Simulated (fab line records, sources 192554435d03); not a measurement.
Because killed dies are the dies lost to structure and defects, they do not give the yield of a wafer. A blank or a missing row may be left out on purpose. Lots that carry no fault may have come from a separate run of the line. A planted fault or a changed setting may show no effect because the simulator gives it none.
Which of the tools did it? :: flow n5-finfet :: 24 lots, 72 wafers sampled, at 6 steps of a route of 1938

## WHAT EACH GAUGE READ, for each wafer
N5_BEOL_M7_OCD_MEAS_38.
lot: L074
measured: day 10 02:35
on: ocd-01
trench-depth-nm (nm): 95.7 94.7 94.5

lot: L076
measured: day 10 16:34
on: ocd-01
trench-depth-nm (nm): 91.8 91.4 92.4

lot: L075
measured: day 10 17:34
on: ocd-02
trench-depth-nm (nm): 91.2 92.5 90.9

lot: L079
measured: day 11 15:05
on: ocd-02
trench-depth-nm (nm): 93.3 92.4 93.2

lot: L077
measured: day 11 14:56
on: ocd-01
trench-depth-nm (nm): 94.2 96.1 96.0

lot: L081
measured: day 11 15:23
on: ocd-02
trench-depth-nm (nm): 91.9 92.5 94.1

lot: L078
measured: day 11 14:29
on: ocd-02
trench-depth-nm (nm): 93.1 93.1 91.8

lot: L080
measured: day 11 19:02
on: ocd-02
trench-depth-nm (nm): 93.1 91.9 91.5

lot: L083
measured: day 12 18:26
on: ocd-02
trench-depth-nm (nm): 90.7 91.9 92.5

lot: L082
measured: day 13 02:05
on: ocd-01
trench-depth-nm (nm): 94.9 94.7 94.5

lot: L084
measured: day 13 06:34
on: ocd-01
trench-depth-nm (nm): 92.5 92.5 91.5

lot: L085
measured: day 13 13:23
on: ocd-02
trench-depth-nm (nm): 95.7 94.6 95.5

lot: L086
measured: day 13 13:11
on: ocd-02
trench-depth-nm (nm): 92.5 91.7 91.1

lot: L087
measured: day 13 20:17
on: ocd-01
trench-depth-nm (nm): 96.6 95.3 93.6

lot: L089
measured: day 13 19:53
on: ocd-02
trench-depth-nm (nm): 94.0 91.8 95.2

lot: L088
measured: day 14 11:03
on: ocd-02
trench-depth-nm (nm): 93.1 94.3 95.3

lot: L090
measured: day 14 14:16
on: ocd-01
trench-depth-nm (nm): 91.7 92.0 92.0

lot: L091
measured: day 14 14:13
on: ocd-02
trench-depth-nm (nm): 91.9 93.8 95.1

lot: L092
measured: day 14 19:43
on: ocd-01
trench-depth-nm (nm): 92.3 95.3 94.5

lot: L093
measured: day 14 21:01
on: ocd-01
trench-depth-nm (nm): 93.0 95.0 94.5

lot: L094
measured: day 15 08:08
on: ocd-02
trench-depth-nm (nm): 92.2 95.2 92.9

lot: L095
measured: day 16 07:31
on: ocd-02
trench-depth-nm (nm): 92.7 90.5 90.5

lot: L096
measured: day 16 09:58
on: ocd-02
trench-depth-nm (nm): 94.8 93.8 93.7

lot: L097
measured: day 16 14:04
on: ocd-02
trench-depth-nm (nm): 93.7 93.8 92.9

N5_BEOL_M8_THK_MEAS_01.
lot: L074
measured: day 10 07:43
on: film-metro-01
M8_ILD_THK (nm): 152.1 154.7 154.8

lot: L076
measured: day 10 20:32
on: film-metro-01
M8_ILD_THK (nm): 152.9 152.3 156.2

lot: L075
measured: day 10 21:46
on: film-metro-01
M8_ILD_THK (nm): 151.7 155.2 156.7

lot: L079
measured: day 11 18:47
on: film-metro-01
M8_ILD_THK (nm): 155.7 155.9 156.5

lot: L077
measured: day 11 18:38
on: film-metro-01
M8_ILD_THK (nm): 152.8 154.9 154.9

lot: L081
measured: day 11 19:01
on: film-metro-01
M8_ILD_THK (nm): 152.6 155.3 154.4

lot: L078
measured: day 11 18:08
on: film-metro-01
M8_ILD_THK (nm): 150.7 154.7 152.8

lot: L080
measured: day 11 22:22
on: film-metro-02
M8_ILD_THK (nm): 149.2 149.6 150.9

lot: L083
measured: day 12 22:44
on: film-metro-02
M8_ILD_THK (nm): 153.1 153.9 156.6

lot: L082
measured: day 13 05:46
on: film-metro-01
M8_ILD_THK (nm): 151.6 154.9 156.7

lot: L084
measured: day 13 10:45
on: film-metro-02
M8_ILD_THK (nm): 152.3 151.6 153.4

lot: L085
measured: day 13 17:46
on: film-metro-02
M8_ILD_THK (nm): 152.0 158.0 156.9

lot: L086
measured: day 13 17:21
on: film-metro-02
M8_ILD_THK (nm): 151.7 155.8 154.4

lot: L087
measured: day 13 23:50
on: film-metro-01
M8_ILD_THK (nm): 157.6 156.7 154.4

lot: L089
measured: day 13 23:32
on: film-metro-02
M8_ILD_THK (nm): 155.5 155.7 152.7

lot: L088
measured: day 14 15:14
on: film-metro-01
M8_ILD_THK (nm): 151.8 155.9 155.6

lot: L090
measured: day 14 18:04
on: film-metro-01
M8_ILD_THK (nm): 151.7 154.7 152.5

lot: L091
measured: day 14 17:49
on: film-metro-01
M8_ILD_THK (nm): 152.7 152.6 153.2

lot: L092
measured: day 14 23:13
on: film-metro-01
M8_ILD_THK (nm): 153.3 155.6 154.6

lot: L093
measured: day 15 00:19
on: film-metro-02
M8_ILD_THK (nm): 153.0 151.8 153.9

lot: L094
measured: day 15 12:57
on: film-metro-01
M8_ILD_THK (nm): 155.1 155.3 157.4

lot: L095
measured: day 16 10:34
on: film-metro-02
M8_ILD_THK (nm): 155.6 158.4 159.0

lot: L096
measured: day 16 12:58
on: film-metro-01
M8_ILD_THK (nm): 154.0 157.8 153.7

lot: L097
measured: day 16 16:47
on: film-metro-02
M8_ILD_THK (nm): 150.5 153.8 153.5

## TOOL THAT RAN EACH LOT (tool first, then ch and the chambers of the sampled wafers, then the start)
lot: L074
N5_BEOL_M7_STRIP_67: rie-diel-06 ch 2,3, day 10 00:05
N5_BEOL_M7_CURE_75: uv-cure-02 ch 2, day 10 02:47
N5_BEOL_M7_DEP_56: pecvd-01 ch 0,2, day 10 06:32
N5_BEOL_M8_ILD_DEP_00: pecvd-01 ch 0,1,2, day 10 06:40

lot: L076
N5_BEOL_M7_STRIP_67: rie-diel-06 ch 2,3, day 10 13:52
N5_BEOL_M7_CURE_75: uv-cure-01 ch 1, day 10 16:49
N5_BEOL_M7_DEP_56: pecvd-02 ch 1,2, day 10 19:21
N5_BEOL_M8_ILD_DEP_00: pecvd-04 ch 0,2, day 10 19:29

lot: L075
N5_BEOL_M7_STRIP_67: rie-diel-05 ch 2,3, day 10 14:08
N5_BEOL_M7_CURE_75: uv-cure-03 ch 1, day 10 17:46
N5_BEOL_M7_DEP_56: pecvd-03 ch 0, day 10 20:31
N5_BEOL_M8_ILD_DEP_00: pecvd-04 ch 0,2, day 10 20:43

lot: L079
N5_BEOL_M7_STRIP_67: rie-diel-06 ch 0,1,3, day 11 11:25
N5_BEOL_M7_CURE_75: uv-cure-03 ch 0, day 11 15:26
N5_BEOL_M7_DEP_56: pecvd-02 ch 0,1,2, day 11 18:05
N5_BEOL_M8_ILD_DEP_00: pecvd-02 ch 0,1,2, day 11 18:14

lot: L077
N5_BEOL_M7_STRIP_67: rie-diel-05 ch 2,3, day 11 11:38
N5_BEOL_M7_CURE_75: uv-cure-01 ch 2, day 11 15:08
N5_BEOL_M7_DEP_56: pecvd-01 ch 0,1, day 11 17:56
N5_BEOL_M8_ILD_DEP_00: pecvd-04 ch 0,1,2, day 11 18:04

lot: L081
N5_BEOL_M7_STRIP_67: rie-diel-02 ch 0,2,3, day 11 11:59
N5_BEOL_M7_CURE_75: uv-cure-02 ch 1, day 11 15:35
N5_BEOL_M7_DEP_56: pecvd-01 ch 1,2, day 11 18:18
N5_BEOL_M8_ILD_DEP_00: pecvd-02 ch 0,1, day 11 18:26

lot: L078
N5_BEOL_M7_STRIP_67: rie-diel-06 ch 1,3, day 11 12:35
N5_BEOL_M7_CURE_75: uv-cure-02 ch 1, day 11 14:40
N5_BEOL_M7_DEP_56: pecvd-03 ch 0,1, day 11 17:24
N5_BEOL_M8_ILD_DEP_00: pecvd-01 ch 0,2, day 11 17:33

lot: L080
N5_BEOL_M7_STRIP_67: rie-diel-02 ch 2,3, day 11 17:43
N5_BEOL_M7_CURE_75: uv-cure-01 ch 1, day 11 19:16
N5_BEOL_M7_DEP_56: pecvd-02 ch 1,2, day 11 21:39
N5_BEOL_M8_ILD_DEP_00: pecvd-01 ch 1,2, day 11 21:47

lot: L083
N5_BEOL_M7_STRIP_67: rie-diel-06 ch 1,2,3, day 12 11:41
N5_BEOL_M7_CURE_75: uv-cure-03 ch 2, day 12 18:38
N5_BEOL_M7_DEP_56: pecvd-03 ch 0,1, day 12 21:59
N5_BEOL_M8_ILD_DEP_00: pecvd-04 ch 1,2, day 12 22:08

lot: L082
N5_BEOL_M7_STRIP_67: rie-diel-02 ch 1,2, day 12 22:04
N5_BEOL_M7_CURE_75: uv-cure-02 ch 1, day 13 02:17
N5_BEOL_M7_DEP_56: pecvd-02 ch 0,2, day 13 05:02
N5_BEOL_M8_ILD_DEP_00: pecvd-04 ch 1,2, day 13 05:10

lot: L084
N5_BEOL_M7_STRIP_67: rie-diel-05 ch 0,2,3, day 13 03:11
N5_BEOL_M7_CURE_75: uv-cure-02 ch 1, day 13 06:49
N5_BEOL_M7_DEP_56: pecvd-03 ch 1,2, day 13 09:50
N5_BEOL_M8_ILD_DEP_00: pecvd-01 ch 0,1,2, day 13 09:59

lot: L085
N5_BEOL_M7_STRIP_67: rie-diel-06 ch 0,2, day 13 11:20
N5_BEOL_M7_CURE_75: uv-cure-01 ch 0, day 13 13:47
N5_BEOL_M7_DEP_56: pecvd-02 ch 0,2, day 13 17:03
N5_BEOL_M8_ILD_DEP_00: pecvd-04 ch 0,2, day 13 17:11

lot: L086
N5_BEOL_M7_STRIP_67: rie-diel-06 ch 0,1,2, day 13 11:35
N5_BEOL_M7_CURE_75: uv-cure-01 ch 2, day 13 13:23
N5_BEOL_M7_DEP_56: pecvd-01 ch 0,1,2, day 13 16:38
N5_BEOL_M8_ILD_DEP_00: pecvd-02 ch 0,1, day 13 16:47

lot: L087
N5_BEOL_M7_STRIP_67: rie-diel-06 ch 2,3, day 13 17:17
N5_BEOL_M7_CURE_75: uv-cure-03 ch 2, day 13 20:38
N5_BEOL_M7_DEP_56: pecvd-02 ch 0,2, day 13 23:08
N5_BEOL_M8_ILD_DEP_00: pecvd-01 ch 0,1,2, day 13 23:17

lot: L089
N5_BEOL_M7_STRIP_67: rie-diel-05 ch 1,2,3, day 13 17:28
N5_BEOL_M7_CURE_75: uv-cure-01 ch 0, day 13 20:21
N5_BEOL_M7_DEP_56: pecvd-03 ch 0,2, day 13 22:48
N5_BEOL_M8_ILD_DEP_00: pecvd-02 ch 0,2, day 13 22:58

lot: L088
N5_BEOL_M7_STRIP_67: rie-diel-05 ch 0,2,3, day 14 08:25
N5_BEOL_M7_CURE_75: uv-cure-01 ch 1, day 14 11:15
N5_BEOL_M7_DEP_56: pecvd-02 ch 0,1, day 14 14:26
N5_BEOL_M8_ILD_DEP_00: pecvd-02 ch 0,1, day 14 14:34

lot: L090
N5_BEOL_M7_STRIP_67: rie-diel-05 ch 0,3, day 14 11:39
N5_BEOL_M7_CURE_75: uv-cure-02 ch 2, day 14 14:28
N5_BEOL_M7_DEP_56: pecvd-02 ch 0,2, day 14 17:22
N5_BEOL_M8_ILD_DEP_00: pecvd-01 ch 0,1,2, day 14 17:29

lot: L091
N5_BEOL_M7_STRIP_67: rie-diel-05 ch 0,1,2, day 14 11:55
N5_BEOL_M7_CURE_75: uv-cure-03 ch 1, day 14 14:28
N5_BEOL_M7_DEP_56: pecvd-01 ch 1,2, day 14 17:06
N5_BEOL_M8_ILD_DEP_00: pecvd-04 ch 0,2, day 14 17:14

lot: L092
N5_BEOL_M7_STRIP_67: rie-diel-06 ch 0,2,3, day 14 17:55
N5_BEOL_M7_CURE_75: uv-cure-02 ch 2, day 14 20:08
N5_BEOL_M7_DEP_56: pecvd-01 ch 0,1,2, day 14 22:31
N5_BEOL_M8_ILD_DEP_00: pecvd-04 ch 1,2, day 14 22:38

lot: L093
N5_BEOL_M7_STRIP_67: rie-diel-02 ch 1,2,3, day 14 19:56
N5_BEOL_M7_CURE_75: uv-cure-01 ch 1, day 14 21:16
N5_BEOL_M7_DEP_56: pecvd-03 ch 0,2, day 14 23:07
N5_BEOL_M8_ILD_DEP_00: pecvd-01 ch 0,2, day 14 23:15

lot: L094
N5_BEOL_M7_STRIP_67: rie-diel-06 ch 0,2,3, day 15 06:02
N5_BEOL_M7_CURE_75: uv-cure-01 ch 2, day 15 08:23
N5_BEOL_M7_DEP_56: pecvd-02 ch 0,2, day 15 12:14
N5_BEOL_M8_ILD_DEP_00: pecvd-04 ch 0,1,2, day 15 12:22

lot: L095
N5_BEOL_M7_STRIP_67: rie-diel-05 ch 0,1,2, day 16 05:56
N5_BEOL_M7_CURE_75: uv-cure-01 ch 0, day 16 07:43
N5_BEOL_M7_DEP_56: pecvd-03 ch 0,1,2, day 16 09:51
N5_BEOL_M8_ILD_DEP_00: pecvd-02 ch 1,2, day 16 09:59

lot: L096
N5_BEOL_M7_STRIP_67: rie-diel-02 ch 0,1,3, day 16 08:14
N5_BEOL_M7_CURE_75: uv-cure-01 ch 0, day 16 10:12
N5_BEOL_M7_DEP_56: pecvd-03 ch 1,2, day 16 12:13
N5_BEOL_M8_ILD_DEP_00: pecvd-01 ch 0,2, day 16 12:22

lot: L097
N5_BEOL_M7_STRIP_67: rie-diel-06 ch 0,1,2, day 16 11:31
N5_BEOL_M7_CURE_75: uv-cure-03 ch 1, day 16 14:16
N5_BEOL_M7_DEP_56: pecvd-02 ch 0,1,2, day 16 16:05
N5_BEOL_M8_ILD_DEP_00: pecvd-04 ch 1,2, day 16 16:13
- N5_BEOL_M7_STRIP_67: strips in CF4.
- N5_BEOL_M7_CURE_75: cures SiCOH lowk, time 120 s.
- N5_BEOL_M7_DEP_56: deposits SiCN from 3MS/NH3, target thk 10 nm, time 17.5 s.
- N5_BEOL_M8_ILD_DEP_00: deposits SiCOH lowk from DEMS/porogen, target thk 179.75 nm, time 33.4 s.

## WHAT THE TOOLS THEMSELVES READ (means of the sampled wafers that have a number; where no wafer has one, the mark that the record gives instead)
N5_BEOL_M7_STRIP_67.
lot: L074
tool: rie-diel-06
bias-power-w (W): 75.07
drypump-motor-current-A (A): 6.1
oes-product-au (a.u.): 0.76
rf-vpp-V (V): 270.1
showerhead-plenum-p-Torr (Torr): 1.74
throttle-valve-pct (%): 13.74

lot: L076
tool: rie-diel-06
bias-power-w (W): 74.89
drypump-motor-current-A (A): 6.4
oes-product-au (a.u.): 0.72
rf-vpp-V (V): 270.4
showerhead-plenum-p-Torr (Torr): 1.76
throttle-valve-pct (%): 13.82

lot: L075
tool: rie-diel-05
bias-power-w (W): 74.66
drypump-motor-current-A (A): 5.6
oes-product-au (a.u.): 0.79
rf-vpp-V (V): 272.5
showerhead-plenum-p-Torr (Torr): 1.83
throttle-valve-pct (%): 13.37

lot: L079
tool: rie-diel-06
bias-power-w (W): 75.05
drypump-motor-current-A (A): 5.7
oes-product-au (a.u.): 0.75
rf-vpp-V (V): 269.9
showerhead-plenum-p-Torr (Torr): 1.74
throttle-valve-pct (%): 13.59

lot: L077
tool: rie-diel-05
bias-power-w (W): 74.89
drypump-motor-current-A (A): 5.5
oes-product-au (a.u.): 0.84
rf-vpp-V (V): 271.6
showerhead-plenum-p-Torr (Torr): 1.79
throttle-valve-pct (%): 13.37

lot: L081
tool: rie-diel-02
bias-power-w (W): 75.10
drypump-motor-current-A (A): 5.5
oes-product-au (a.u.): 0.79
rf-vpp-V (V): 271.9
showerhead-plenum-p-Torr (Torr): 1.79
throttle-valve-pct (%): 13.39

lot: L078
tool: rie-diel-06
bias-power-w (W): 74.80
drypump-motor-current-A (A): 5.4
oes-product-au (a.u.): 0.79
rf-vpp-V (V): 269.9
showerhead-plenum-p-Torr (Torr): 1.73
throttle-valve-pct (%): 13.57

lot: L080
tool: rie-diel-02
bias-power-w (W): 75.04
drypump-motor-current-A (A): 5.6
oes-product-au (a.u.): 0.79
rf-vpp-V (V): 270.9
showerhead-plenum-p-Torr (Torr): 1.79
throttle-valve-pct (%): 13.50

lot: L083
tool: rie-diel-06
bias-power-w (W): 74.85
drypump-motor-current-A (A): 5.9
oes-product-au (a.u.): 0.84
rf-vpp-V (V): 269.7
showerhead-plenum-p-Torr (Torr): 1.74
throttle-valve-pct (%): 13.53

lot: L082
tool: rie-diel-02
bias-power-w (W): 74.93
drypump-motor-current-A (A): 6.3
oes-product-au (a.u.): 0.81
rf-vpp-V (V): 272.8
showerhead-plenum-p-Torr (Torr): 1.86
throttle-valve-pct (%): 13.49

lot: L084
tool: rie-diel-05
bias-power-w (W): 74.96
drypump-motor-current-A (A): 5.4
oes-product-au (a.u.): 0.78
rf-vpp-V (V): 272.4
showerhead-plenum-p-Torr (Torr): 1.82
throttle-valve-pct (%): 13.45

lot: L085
tool: rie-diel-06
bias-power-w (W): 75.01
drypump-motor-current-A (A): 6.5
oes-product-au (a.u.): 0.96
rf-vpp-V (V): 270.7
showerhead-plenum-p-Torr (Torr): 1.76
throttle-valve-pct (%): 13.23

lot: L086
tool: rie-diel-06
bias-power-w (W): 74.86
drypump-motor-current-A (A): 6.0
oes-product-au (a.u.): 0.90
rf-vpp-V (V): 269.8
showerhead-plenum-p-Torr (Torr): 1.75
throttle-valve-pct (%): 13.32

lot: L087
tool: rie-diel-06
bias-power-w (W): 75.14
drypump-motor-current-A (A): 6.1
oes-product-au (a.u.): 0.83
rf-vpp-V (V): 270.4
showerhead-plenum-p-Torr (Torr): 1.73
throttle-valve-pct (%): 13.60

lot: L089
tool: rie-diel-05
bias-power-w (W): 75.15
drypump-motor-current-A (A): 5.7
oes-product-au (a.u.): 0.77
rf-vpp-V (V): 270.4
showerhead-plenum-p-Torr (Torr): 1.80
throttle-valve-pct (%): 13.42

lot: L088
tool: rie-diel-05
bias-power-w (W): 75.11
drypump-motor-current-A (A): 5.4
oes-product-au (a.u.): 0.77
rf-vpp-V (V): 271.4
showerhead-plenum-p-Torr (Torr): 1.82
throttle-valve-pct (%): 13.48

lot: L090
tool: rie-diel-05
bias-power-w (W): 75.04
drypump-motor-current-A (A): 5.3
oes-product-au (a.u.): 0.73
rf-vpp-V (V): 272.1
showerhead-plenum-p-Torr (Torr): 1.85
throttle-valve-pct (%): 13.54

lot: L091
tool: rie-diel-05
bias-power-w (W): 74.97
drypump-motor-current-A (A): 5.5
oes-product-au (a.u.): 0.78
rf-vpp-V (V): 271.9
showerhead-plenum-p-Torr (Torr): 1.79
throttle-valve-pct (%): 13.50

lot: L092
tool: rie-diel-06
bias-power-w (W): 74.91
drypump-motor-current-A (A): 6.2
oes-product-au (a.u.): 0.88
rf-vpp-V (V): 270.0
showerhead-plenum-p-Torr (Torr): 1.75
throttle-valve-pct (%): 13.38

lot: L093
tool: rie-diel-02
bias-power-w (W): 74.91
drypump-motor-current-A (A): 5.7
oes-product-au (a.u.): 0.79
rf-vpp-V (V): 271.4
showerhead-plenum-p-Torr (Torr): 1.81
throttle-valve-pct (%): 13.50

lot: L094
tool: rie-diel-06
bias-power-w (W): 75.04
drypump-motor-current-A (A): 6.2
oes-product-au (a.u.): 0.87
rf-vpp-V (V): 269.9
showerhead-plenum-p-Torr (Torr): 1.75
throttle-valve-pct (%): 13.39

lot: L095
tool: rie-diel-05
bias-power-w (W): 75.05
drypump-motor-current-A (A): 5.4
oes-product-au (a.u.): 0.76
rf-vpp-V (V): 272.7
showerhead-plenum-p-Torr (Torr): 1.79
throttle-valve-pct (%): 13.52

lot: L096
tool: rie-diel-02
bias-power-w (W): 75.17
drypump-motor-current-A (A): 5.6
oes-product-au (a.u.): 0.78
rf-vpp-V (V): 272.6
showerhead-plenum-p-Torr (Torr): 1.80
throttle-valve-pct (%): 13.42

lot: L097
tool: rie-diel-06
bias-power-w (W): 74.89
drypump-motor-current-A (A): 6.0
oes-product-au (a.u.): 0.85
rf-vpp-V (V): 269.9
showerhead-plenum-p-Torr (Torr): 1.75
throttle-valve-pct (%): 13.36

N5_BEOL_M7_CURE_75.
lot: L074
tool: uv-cure-02
lamp-power-pct (%): 52.29
wafer_temp_C_max: 372.3

lot: L076
tool: uv-cure-01
lamp-power-pct (%): 52.31
wafer_temp_C_max: 371.1

lot: L075
tool: uv-cure-03
lamp-power-pct (%): 52.28
wafer_temp_C_max: 371.2

lot: L079
tool: uv-cure-03
lamp-power-pct (%): 52.31
wafer_temp_C_max: 371.5

lot: L077
tool: uv-cure-01
lamp-power-pct (%): 52.31
wafer_temp_C_max: 372.5

lot: L081
tool: uv-cure-02
lamp-power-pct (%): 52.31
wafer_temp_C_max: 371.7

lot: L078
tool: uv-cure-02
lamp-power-pct (%): 52.29
wafer_temp_C_max: 371.6

lot: L080
tool: uv-cure-01
lamp-power-pct (%): 52.33
wafer_temp_C_max: 371.2

lot: L083
tool: uv-cure-03
lamp-power-pct (%): 52.24
wafer_temp_C_max: 371.6

lot: L082
tool: uv-cure-02
lamp-power-pct (%): 52.30
wafer_temp_C_max: 371.6

lot: L084
tool: uv-cure-02
lamp-power-pct (%): 52.32
wafer_temp_C_max: 371.5

lot: L085
tool: uv-cure-01
lamp-power-pct (%): 52.32
wafer_temp_C_max: 371.3

lot: L086
tool: uv-cure-01
lamp-power-pct (%): 52.34
wafer_temp_C_max: 371.8

lot: L087
tool: uv-cure-03
lamp-power-pct (%): 52.36
wafer_temp_C_max: 371.7

lot: L089
tool: uv-cure-01
lamp-power-pct (%): 52.29
wafer_temp_C_max: 371.5

lot: L088
tool: uv-cure-01
lamp-power-pct (%): 52.36
wafer_temp_C_max: 371.5

lot: L090
tool: uv-cure-02
lamp-power-pct (%): 52.32
wafer_temp_C_max: 371.5

lot: L091
tool: uv-cure-03
lamp-power-pct (%): 52.32
wafer_temp_C_max: 371.4

lot: L092
tool: uv-cure-02
lamp-power-pct (%): 52.28
wafer_temp_C_max: 372.0

lot: L093
tool: uv-cure-01
lamp-power-pct (%): 52.32
wafer_temp_C_max: 371.2

lot: L094
tool: uv-cure-01
lamp-power-pct (%): 52.29
wafer_temp_C_max: 372.1

lot: L095
tool: uv-cure-01
lamp-power-pct (%): 52.32
wafer_temp_C_max: 371.3

lot: L096
tool: uv-cure-01
lamp-power-pct (%): 52.30
wafer_temp_C_max: 371.4

lot: L097
tool: uv-cure-03
lamp-power-pct (%): 52.26
wafer_temp_C_max: 371.4

N5_BEOL_M7_DEP_56.
lot: L074
tool: pecvd-01
showerhead-plenum-p-Torr (Torr): 3.664
throttle-valve-pct (%): 9.2

lot: L076
tool: pecvd-02
showerhead-plenum-p-Torr (Torr): 3.658
throttle-valve-pct (%): 8.9

lot: L075
tool: pecvd-03
showerhead-plenum-p-Torr (Torr): 3.665
throttle-valve-pct (%): 9.4

lot: L079
tool: pecvd-02
showerhead-plenum-p-Torr (Torr): 3.657
throttle-valve-pct (%): 9.0

lot: L077
tool: pecvd-01
showerhead-plenum-p-Torr (Torr): 3.656
throttle-valve-pct (%): 9.2

lot: L081
tool: pecvd-01
showerhead-plenum-p-Torr (Torr): 3.657
throttle-valve-pct (%): 9.9

lot: L078
tool: pecvd-03
showerhead-plenum-p-Torr (Torr): 3.658
throttle-valve-pct (%): 9.1

lot: L080
tool: pecvd-02
showerhead-plenum-p-Torr (Torr): 3.657
throttle-valve-pct (%): 8.9

lot: L083
tool: pecvd-03
showerhead-plenum-p-Torr (Torr): 3.655
throttle-valve-pct (%): 9.1

lot: L082
tool: pecvd-02
showerhead-plenum-p-Torr (Torr): 3.666
throttle-valve-pct (%): 8.9

lot: L084
tool: pecvd-03
showerhead-plenum-p-Torr (Torr): 3.650
throttle-valve-pct (%): 8.9

lot: L085
tool: pecvd-02
showerhead-plenum-p-Torr (Torr): 3.670
throttle-valve-pct (%): 8.9

lot: L086
tool: pecvd-01
showerhead-plenum-p-Torr (Torr): 3.662
throttle-valve-pct (%): 9.4

lot: L087
tool: pecvd-02
showerhead-plenum-p-Torr (Torr): 3.670
throttle-valve-pct (%): 8.7

lot: L089
tool: pecvd-03
showerhead-plenum-p-Torr (Torr): 3.660
throttle-valve-pct (%): 9.2

lot: L088
tool: pecvd-02
showerhead-plenum-p-Torr (Torr): 3.663
throttle-valve-pct (%): 8.8

lot: L090
tool: pecvd-02
showerhead-plenum-p-Torr (Torr): 3.660
throttle-valve-pct (%): 8.9

lot: L091
tool: pecvd-01
showerhead-plenum-p-Torr (Torr): 3.667
throttle-valve-pct (%): 9.2

lot: L092
tool: pecvd-01
showerhead-plenum-p-Torr (Torr): 3.671
throttle-valve-pct (%): 9.4

lot: L093
tool: pecvd-03
showerhead-plenum-p-Torr (Torr): 3.650
throttle-valve-pct (%): 9.4

lot: L094
tool: pecvd-02
showerhead-plenum-p-Torr (Torr): 3.662
throttle-valve-pct (%): 9.0

lot: L095
tool: pecvd-03
showerhead-plenum-p-Torr (Torr): 3.655
throttle-valve-pct (%): 9.1

lot: L096
tool: pecvd-03
showerhead-plenum-p-Torr (Torr): 3.654
throttle-valve-pct (%): 8.9

lot: L097
tool: pecvd-02
showerhead-plenum-p-Torr (Torr): 3.670
throttle-valve-pct (%): 9.1

N5_BEOL_M8_ILD_DEP_00.
lot: L074
tool: pecvd-01
heater-power-w (W): 305
showerhead-plenum-p-Torr (Torr): 5.734
throttle-valve-pct (%): 14.3

lot: L076
tool: pecvd-04
heater-power-w (W): 330
showerhead-plenum-p-Torr (Torr): 5.750
throttle-valve-pct (%): 14.4

lot: L075
tool: pecvd-04
heater-power-w (W): 322
showerhead-plenum-p-Torr (Torr): 5.737
throttle-valve-pct (%): 14.3

lot: L079
tool: pecvd-02
heater-power-w (W): 287
showerhead-plenum-p-Torr (Torr): 5.744
throttle-valve-pct (%): 13.6

lot: L077
tool: pecvd-04
heater-power-w (W): 324
showerhead-plenum-p-Torr (Torr): 5.745
throttle-valve-pct (%): 13.9

lot: L081
tool: pecvd-02
heater-power-w (W): 338
showerhead-plenum-p-Torr (Torr): 5.744
throttle-valve-pct (%): 13.5

lot: L078
tool: pecvd-01
heater-power-w (W): 293
showerhead-plenum-p-Torr (Torr): 5.743
throttle-valve-pct (%): 13.8

lot: L080
tool: pecvd-01
heater-power-w (W): 321
showerhead-plenum-p-Torr (Torr): 5.738
throttle-valve-pct (%): 15.0

lot: L083
tool: pecvd-04
heater-power-w (W): 316
showerhead-plenum-p-Torr (Torr): 5.739
throttle-valve-pct (%): 13.7

lot: L082
tool: pecvd-04
heater-power-w (W): 282
showerhead-plenum-p-Torr (Torr): 5.736
throttle-valve-pct (%): 13.6

lot: L084
tool: pecvd-01
heater-power-w (W): 304
showerhead-plenum-p-Torr (Torr): 5.737
throttle-valve-pct (%): 14.4

lot: L085
tool: pecvd-04
heater-power-w (W): 317
showerhead-plenum-p-Torr (Torr): 5.735
throttle-valve-pct (%): 14.3

lot: L086
tool: pecvd-02
heater-power-w (W): 288
showerhead-plenum-p-Torr (Torr): 5.748
throttle-valve-pct (%): 13.5

lot: L087
tool: pecvd-01
heater-power-w (W): 298
showerhead-plenum-p-Torr (Torr): 5.735
throttle-valve-pct (%): 14.5

lot: L089
tool: pecvd-02
heater-power-w (W): 301
showerhead-plenum-p-Torr (Torr): 5.734
throttle-valve-pct (%): 13.9

lot: L088
tool: pecvd-02
heater-power-w (W): 295
showerhead-plenum-p-Torr (Torr): 5.740
throttle-valve-pct (%): 13.4

lot: L090
tool: pecvd-01
heater-power-w (W): 278
showerhead-plenum-p-Torr (Torr): 5.736
throttle-valve-pct (%): 14.4

lot: L091
tool: pecvd-04
heater-power-w (W): 329
showerhead-plenum-p-Torr (Torr): 5.744
throttle-valve-pct (%): 14.4

lot: L092
tool: pecvd-04
heater-power-w (W): 294
showerhead-plenum-p-Torr (Torr): 5.738
throttle-valve-pct (%): 13.6

lot: L093
tool: pecvd-01
heater-power-w (W): 280
showerhead-plenum-p-Torr (Torr): 5.733
throttle-valve-pct (%): 13.8

lot: L094
tool: pecvd-04
heater-power-w (W): 301
showerhead-plenum-p-Torr (Torr): 5.740
throttle-valve-pct (%): 13.9

lot: L095
tool: pecvd-02
heater-power-w (W): 270
showerhead-plenum-p-Torr (Torr): 5.719
throttle-valve-pct (%): 13.7

lot: L096
tool: pecvd-01
heater-power-w (W): 281
showerhead-plenum-p-Torr (Torr): 5.742
throttle-valve-pct (%): 13.9

lot: L097
tool: pecvd-04
heater-power-w (W): 311
showerhead-plenum-p-Torr (Torr): 5.733
throttle-valve-pct (%): 13.7

## THE ANSWER, worked out from the rows above alone
Rule: what is usual is taken from the lots themselves. Put in order of their means at a reading, lots are off if they are a third of the lots or fewer, leave a main group of 4 or more, and stand apart from it by a gap of 3 or more times the standard deviation of the main group's means; of several such gaps the widest counts. A main group whose means are all the same, to the digits that the tables above print for the reading, isn't used. Also off: a lot with no number at a reading for which 4 or more lots have one. Any other lot the step has rows for is counted as sound. The gauges are gone through in route order, then the tools' own readings, and for those a lot's mean is taken as printed above. At the first step where some lot is off, the reading lying furthest off is the one used; lots without a number count as furthest.
Nothing can be told from this: no lot is off at any reading shown.

## WHAT THE SIMULATOR HAD INSERTED
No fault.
